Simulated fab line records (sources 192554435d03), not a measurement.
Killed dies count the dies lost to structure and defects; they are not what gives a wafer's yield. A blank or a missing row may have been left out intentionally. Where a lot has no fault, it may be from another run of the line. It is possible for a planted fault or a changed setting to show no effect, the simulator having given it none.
Check of tool commonality / flow n5Finfet / Sample size 13 lots and 37 wafers

## WHY THIS WAS OPENED
At N5_BEOL_M9_OCD_MEAS_38 the reading trenchDepthNm is flagged on 3 of 13 lots. No-fault wafers: 149.9 nm, standard deviation 2.5.
Rule: a lot gets a flag if all its wafers with a number sit over 4 standard deviations from that mean, or if no wafer of it has a number. The rest of the lots are taken to be sound.

lot=L437; measured=day 9 14:29; on=ocd-01; trenchDepthNm (nm), wafer by wafer=145.9 149.4 151.2; flag=
lot=L439; measured=day 10 01:48; on=ocd-02; trenchDepthNm (nm), wafer by wafer=147.0 147.6 151.8; flag=
lot=L443; measured=day 11 05:08; on=ocd-01; trenchDepthNm (nm), wafer by wafer=147.3 151.8 152.7; flag=
lot=L444; measured=day 11 15:59; on=ocd-02; trenchDepthNm (nm), wafer by wafer=151.2 154.7 146.9; flag=
lot=L445; measured=day 12 04:13; on=ocd-02; trenchDepthNm (nm), wafer by wafer=146.4 151.8 146.8; flag=
lot=L446; measured=day 12 04:27; on=ocd-02; trenchDepthNm (nm), wafer by wafer=149.0 151.9 147.1; flag=
lot=L447; measured=day 12 21:19; on=ocd-02; trenchDepthNm (nm), wafer by wafer=151.8 152.7; flag=
lot=L450; measured=day 12 23:44; on=ocd-02; trenchDepthNm (nm), wafer by wafer=150.7 151.2; flag=
lot=L448; measured=day 13 02:31; on=ocd-01; trenchDepthNm (nm), wafer by wafer=151.9 152.9 150.1; flag=
lot=L452; measured=day 14 01:14; on=ocd-01; trenchDepthNm (nm), wafer by wafer=153.8 150.7 149.3; flag=
lot=L453; measured=day 14 01:24; on=ocd-01; trenchDepthNm (nm), wafer by wafer=108.6 103.2 105.8; flag=FLAGGED
lot=L454; measured=day 14 01:50; on=ocd-02; trenchDepthNm (nm), wafer by wafer=106.8 103.2 105.1; flag=FLAGGED
lot=L457; measured=day 15 07:44; on=ocd-01; trenchDepthNm (nm), wafer by wafer=103.3 107.3 102.7; flag=FLAGGED
Average over the flagged lots: 105.1 nm; offset from the usual -44.8 nm, equal to -18 standard deviations.

## WHICH TOOL RAN EACH LOT
Before the reading, the record contains 4 process steps out of a 1938-step route. Read each cell as the tool, then ch plus the chambers that the sampled wafers visited, then the start.
lot=L437; flag=; N5_BEOL_M9_DESCUM_16=rieDiel-02 ch 0,2,3, day 9 11:58; N5_BEOL_M9_HM_OPEN_17=rieMetal-03 ch 0,1, day 9 12:14; N5_BEOL_M9_TRENCH_ETCH_37=rieDiel-01 ch 0,2,3, day 9 14:19; N5_BEOL_M9_STRIP_80=rieDiel-01 ch 0,2,3, day 9 14:29 or earlier
lot=L439; flag=; N5_BEOL_M9_DESCUM_16=rieDiel-05 ch 1,2,3, day 10 00:13; N5_BEOL_M9_HM_OPEN_17=rieMetal-02 ch 0,1, day 10 00:29; N5_BEOL_M9_TRENCH_ETCH_37=rieDiel-05 ch 1,2,3, day 10 01:38; N5_BEOL_M9_STRIP_80=rieDiel-05 ch 1,2,3, day 10 01:48 or earlier
lot=L443; flag=; N5_BEOL_M9_DESCUM_16=rieDiel-05 ch 0,2,3, day 11 00:04; N5_BEOL_M9_HM_OPEN_17=rieMetal-03 ch 1, day 11 00:22; N5_BEOL_M9_TRENCH_ETCH_37=rieDiel-05 ch 0,2,3, day 11 04:58; N5_BEOL_M9_STRIP_80=rieDiel-05 ch 0,2,3, day 11 05:08 or earlier
lot=L444; flag=; N5_BEOL_M9_DESCUM_16=rieDiel-05 ch 0,1,2, day 11 12:35; N5_BEOL_M9_HM_OPEN_17=rieMetal-03 ch 0,1, day 11 12:51; N5_BEOL_M9_TRENCH_ETCH_37=rieDiel-02 ch 0,2,3, day 11 15:49; N5_BEOL_M9_STRIP_80=rieDiel-02 ch 0,2,3, day 11 15:59 or earlier
lot=L445; flag=; N5_BEOL_M9_DESCUM_16=rieDiel-02 ch 2,3, day 12 01:04; N5_BEOL_M9_HM_OPEN_17=rieMetal-02 ch 0,1, day 12 01:20; N5_BEOL_M9_TRENCH_ETCH_37=rieDiel-05 ch 1,2,3, day 12 04:03; N5_BEOL_M9_STRIP_80=rieDiel-05 ch 1,2,3, day 12 04:13 or earlier
lot=L446; flag=; N5_BEOL_M9_DESCUM_16=rieDiel-02 ch 0,1,3, day 12 00:44; N5_BEOL_M9_HM_OPEN_17=rieMetal-02 ch 0,1, day 12 01:00; N5_BEOL_M9_TRENCH_ETCH_37=rieDiel-01 ch 0,2,3, day 12 04:17; N5_BEOL_M9_STRIP_80=rieDiel-01 ch 0,2,3, day 12 04:27 or earlier
lot=L447; flag=; N5_BEOL_M9_DESCUM_16=rieDiel-05 ch 2,3, day 12 18:14; N5_BEOL_M9_HM_OPEN_17=rieMetal-03 ch 0,1, day 12 18:32; N5_BEOL_M9_TRENCH_ETCH_37=rieDiel-01 ch 1,3, day 12 21:09; N5_BEOL_M9_STRIP_80=rieDiel-01 ch 1,3, day 12 21:19 or earlier
lot=L450; flag=; N5_BEOL_M9_DESCUM_16=rieDiel-01 ch 1,3, day 12 22:13; N5_BEOL_M9_HM_OPEN_17=rieMetal-02 ch 1, day 12 22:29; N5_BEOL_M9_TRENCH_ETCH_37=rieDiel-05 ch 0,3, day 12 23:34; N5_BEOL_M9_STRIP_80=rieDiel-05 ch 0,3, day 12 23:44 or earlier
lot=L448; flag=; N5_BEOL_M9_DESCUM_16=rieDiel-05 ch 2,3, day 13 00:34; N5_BEOL_M9_HM_OPEN_17=rieMetal-02 ch 0,1, day 13 00:50; N5_BEOL_M9_TRENCH_ETCH_37=rieDiel-01 ch 0,1,3, day 13 02:20; N5_BEOL_M9_STRIP_80=rieDiel-01 ch 0,1,3, day 13 02:31 or earlier
lot=L452; flag=; N5_BEOL_M9_DESCUM_16=rieDiel-02 ch 0,2,3, day 13 20:11; N5_BEOL_M9_HM_OPEN_17=rieMetal-01 ch 0,1, day 13 20:28; N5_BEOL_M9_TRENCH_ETCH_37=rieDiel-01 ch 0,2,3, day 14 01:04; N5_BEOL_M9_STRIP_80=rieDiel-01 ch 0,2,3, day 14 01:14 or earlier
lot=L453; flag=FLAGGED; N5_BEOL_M9_DESCUM_16=rieDiel-01 ch 0,1,2, day 13 20:38; N5_BEOL_M9_HM_OPEN_17=rieMetal-03 ch 0,1, day 13 20:55; N5_BEOL_M9_TRENCH_ETCH_37=rieDiel-02 ch 0,1,3, day 14 01:14; N5_BEOL_M9_STRIP_80=rieDiel-02 ch 0,1,3, day 14 01:24 or earlier
lot=L454; flag=FLAGGED; N5_BEOL_M9_DESCUM_16=rieDiel-02 ch 2,3, day 13 21:28; N5_BEOL_M9_HM_OPEN_17=rieMetal-03 ch 0,1, day 13 21:44; N5_BEOL_M9_TRENCH_ETCH_37=rieDiel-02 ch 0,2,3, day 14 01:39; N5_BEOL_M9_STRIP_80=rieDiel-02 ch 0,2,3, day 14 01:50 or earlier
lot=L457; flag=FLAGGED; N5_BEOL_M9_DESCUM_16=rieDiel-05 ch 0,1,2, day 15 04:56; N5_BEOL_M9_HM_OPEN_17=rieMetal-01 ch 0,1, day 15 05:13; N5_BEOL_M9_TRENCH_ETCH_37=rieDiel-05 ch 1,3, day 15 07:34; N5_BEOL_M9_STRIP_80=rieDiel-05 ch 1,3, day 15 07:44 or earlier
What is done by these steps:
- N5_BEOL_M9_DESCUM_16: chemistry O2, time 7.9 s.
- N5_BEOL_M9_HM_OPEN_17: chemistry Cl2/BCl3, target TiN, target depth 20 nm, overetch 6 nm.
- N5_BEOL_M9_TRENCH_ETCH_37: etches SiCOH lowk in C4F6/O2, target depth 151.43 nm, time 49 s.
- N5_BEOL_M9_STRIP_80: strips in N2/H2, time 10 s.
- N5_BEOL_M9_OCD_MEAS_38

## FLAGGED AGAINST TOTAL, ONE TOOL AT A TIME (gauges that did the reading follow at the end)
step=N5_BEOL_M9_DESCUM_16; tool=rieDiel-01; lots run=2; flagged=1; share of the flagged lots=some; sound lots run after its first flagged lot=0
step=N5_BEOL_M9_DESCUM_16; tool=rieDiel-02; lots run=5; flagged=1; share of the flagged lots=some; sound lots run after its first flagged lot=0
step=N5_BEOL_M9_DESCUM_16; tool=rieDiel-05; lots run=6; flagged=1; share of the flagged lots=some; sound lots run after its first flagged lot=0
step=N5_BEOL_M9_HM_OPEN_17; tool=rieMetal-01; lots run=2; flagged=1; share of the flagged lots=some; sound lots run after its first flagged lot=0
step=N5_BEOL_M9_HM_OPEN_17; tool=rieMetal-02; lots run=5; flagged=0; share of the flagged lots=none; sound lots run after its first flagged lot=-
step=N5_BEOL_M9_HM_OPEN_17; tool=rieMetal-03; lots run=6; flagged=2; share of the flagged lots=some; sound lots run after its first flagged lot=0
step=N5_BEOL_M9_TRENCH_ETCH_37; tool=rieDiel-01; lots run=5; flagged=0; share of the flagged lots=none; sound lots run after its first flagged lot=-
step=N5_BEOL_M9_TRENCH_ETCH_37; tool=rieDiel-02; lots run=3; flagged=2; share of the flagged lots=some; sound lots run after its first flagged lot=0
step=N5_BEOL_M9_TRENCH_ETCH_37; tool=rieDiel-05; lots run=5; flagged=1; share of the flagged lots=some; sound lots run after its first flagged lot=0
step=N5_BEOL_M9_STRIP_80; tool=rieDiel-01; lots run=5; flagged=0; share of the flagged lots=none; sound lots run after its first flagged lot=-
step=N5_BEOL_M9_STRIP_80; tool=rieDiel-02; lots run=3; flagged=2; share of the flagged lots=some; sound lots run after its first flagged lot=0
step=N5_BEOL_M9_STRIP_80; tool=rieDiel-05; lots run=5; flagged=1; share of the flagged lots=some; sound lots run after its first flagged lot=0
step=N5_BEOL_M9_OCD_MEAS_38; tool=ocd-01; lots run=6; flagged=2; share of the flagged lots=some; sound lots run after its first flagged lot=0
step=N5_BEOL_M9_OCD_MEAS_38; tool=ocd-02; lots run=7; flagged=1; share of the flagged lots=some; sound lots run after its first flagged lot=0
N5_BEOL_M9_STRIP_80 gives no start for some lots, so the hours and the order of its lots are those of N5_BEOL_M9_OCD_MEAS_38.

## WHAT THE TABLE ALLOWS
No row of the table ran every flagged lot.

## WHAT WAS PUT IN BY THE SIMULATOR
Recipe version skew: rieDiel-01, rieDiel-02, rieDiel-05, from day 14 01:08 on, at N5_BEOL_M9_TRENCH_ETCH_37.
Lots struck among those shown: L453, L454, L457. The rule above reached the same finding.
